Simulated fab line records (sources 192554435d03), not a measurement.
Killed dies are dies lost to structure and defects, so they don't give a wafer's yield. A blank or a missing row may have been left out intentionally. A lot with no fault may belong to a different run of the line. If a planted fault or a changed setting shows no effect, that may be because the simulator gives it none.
Split-lot trial    flow n5_finfet    7 lots, 21 wafers read, on a route of 1938 steps

== THE SPLIT ITSELF ==
At N5_BEOL_M10_ETCH_62 (etches SOC in N2/H2, target depth 110 nm, overetch 22 nm, time 165 s), the setting time_s was moved away from the recipe's 165 s on 8 of the 21 wafers read, by -12.4% to +15.1%. This setting was run at the recipe's value on the other wafers.

The reading is taken at the split's own step.

== THE READING ==
SiARC_of_BEOL_M10_COAT_60.thk_nm (the simulator's own value, which no gauge read), in nm, at N5_BEOL_M10_ETCH_62 (etches SOC in N2/H2, target depth 110 nm, overetch 22 nm, time 165 s). The file gives no usual value for it. Here, 13 wafers ran the recipe; their average is 23.6 nm with a standard deviation of 0.22 nm.

wafer   tool, chamber at the split  time_s as run, s  against the recipe  SiARC_of_BEOL_M10_COAT_60.thk_nm, nm  against lot-mates on the recipe
L081.1  rie_diel-02, 0              165               recipe              24                                    -
L081.5  rie_diel-02, 3              165               recipe              23.4                                  -
L081.6  rie_diel-02, 0              165               recipe              23.8                                  -
L079.1  rie_diel-04, 2,1            165               recipe              23.6                                  -
L079.4  rie_diel-04, 2,1            165               recipe              23.6                                  -
L079.3  rie_diel-04, 3              165               recipe              23.2                                  -
L080.2  rie_diel-06, 2              189.9             +15.1%              23.2                                  -0.8
L080.5  rie_diel-06, 2              189.9             +15.1%              23                                    -1.0
L080.6  rie_diel-06, 1              165               recipe              24                                    -
L077.3  rie_diel-02, 2              180.5             +9.4%               22.8                                  -0.6
L077.5  rie_diel-02, 2              180.5             +9.4%               22.8                                  -0.6
L077.6  rie_diel-02, 3              165               recipe              23.4                                  -
L085.1  rie_diel-06, 0,3,0          165               recipe              23.6                                  -
L085.2  rie_diel-06, 0,3,0          165               recipe              23.6                                  -
L085.5  rie_diel-06, 0,3,0          165               recipe              23.6                                  -
L086.1  rie_diel-04, 3              151.2             -8.4%               23.8                                  +0.2
L086.5  rie_diel-04, 1              165               recipe              23.6                                  -
L086.6  rie_diel-04, 0              151.2             -8.4%               24.2                                  +0.6
L088.1  rie_diel-02, 2              144.6             -12.4%              24.4                                  +0.6
L088.2  rie_diel-02, 0              165               recipe              23.8                                  -
L088.5  rie_diel-02, 1              144.6             -12.4%              24.6                                  +0.8
If several chambers appear in one row, that row covers several wafers at once and the file leaves open which wafer was in which chamber.

FIT RESULTS
A straight line over all 21 wafers: SiARC_of_BEOL_M10_COAT_60.thk_nm changes by -0.0551 nm for each +1% of time_s; r = -0.85; the points scatter about the line by 0.25 nm.
The same after taking each lot's own level away (the mean of its wafers on the recipe; 21 wafers): -0.0578 nm for each +1%; r = -0.95; scatter 0.15 nm.
The reading moves by 0.87 nm for the largest change in time_s, on that fit.
Across the lots, their own levels run from 23.40 to 24.00 nm, a range of 2.7 times the standard deviation given above.
Hence the lot-to-lot level has little effect on the slope; both slopes agree.
Check: for one of the wafers moved furthest among these (+15.1%), held out of the fit, the line's prediction against its lot-mates is -0.92 nm. Against them it came out at -0.8 nm.

== ADDITIONAL SPLITS CARRIED BY THESE WAFERS ==
Other splits were also applied to these wafers ahead of the reading. Each is held against what the fit with the lots' levels taken away leaves over:
other split on the same wafers    wafers away from the commonest value  r with SiARC_of_BEOL_M10_COAT_60.thk_nm (lot level and that fit taken away)
N5_BEOL_M6_TRENCH_ETCH_37 time_s  6                                     -0.06
N5_BEOL_M7_ETCH_66 bias_w         9                                     -0.12
N5_BEOL_M9_PECVD_70 temp_c        8                                     -0.23

== THE FILE'S OWN FIT ==
SiARC_of_BEOL_M10_COAT_60.thk_nm changes by -0.0579 nm for each +1% of time_s, r = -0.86.
